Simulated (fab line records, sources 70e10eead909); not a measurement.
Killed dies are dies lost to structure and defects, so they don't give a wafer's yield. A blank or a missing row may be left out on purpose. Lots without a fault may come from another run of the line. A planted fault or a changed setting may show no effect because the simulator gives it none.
Chamber matching | flow nand_harc | NHARC_P_CONTACT_ALD_22 on ald_metal-04: 4 sister chambers
The step deposits TiN, target thk 3 nm, pulse time 1 s, ald cycles 150. 4 wafers are shown with their chamber, then 7 later ones without.

WAFERS WITH THEIR CHAMBER
wafer  | chamber | heater_power_w (W)
L453.3 | 0       | 1068
L453.4 | 1       | 1051
L456.1 | 2       | 1120
L456.2 | 3       | 964

WAFERS WITHOUT THEIR CHAMBER
wafer  | heater_power_w (W)
L456.4 | 1027
L458.2 | 991
L458.4 | 1031
L458.5 | 977
L462.1 | 1057
L462.5 | 1051
L462.6 | 1059

WHICH CHAMBER EACH WENT THROUGH
wafer  | from the rows above     | in truth
L456.4 | can't be placed: 1 or 0 | 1
L458.2 | can't be placed: 3 or 1 | 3
L458.4 | can't be placed: 1 or 0 | 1
L458.5 | 3                       | 3
L462.1 | can't be placed: 1 or 0 | 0
L462.5 | can't be placed: 1 or 0 | 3
L462.6 | can't be placed: 1 or 0 | 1
Placed correctly: 1 of 7. Can't be placed from these rows: 6 (the true chamber is among the candidates in 5). Placed wrongly: 0.
How it was worked out, from the rows above alone: a wafer's distance from a chamber is the root of the sum, over the readings, of the square of ((its reading less the chamber's mean) divided by the reading's scatter). The wafer belongs to the nearest chamber; if the next one is less than 2 further off, it can't be placed. A chamber's mean is the mean of its shown wafers. The scatter: with one shown wafer a chamber, the root of the mean of the squares of how far each hidden wafer lies from its nearest shown one.
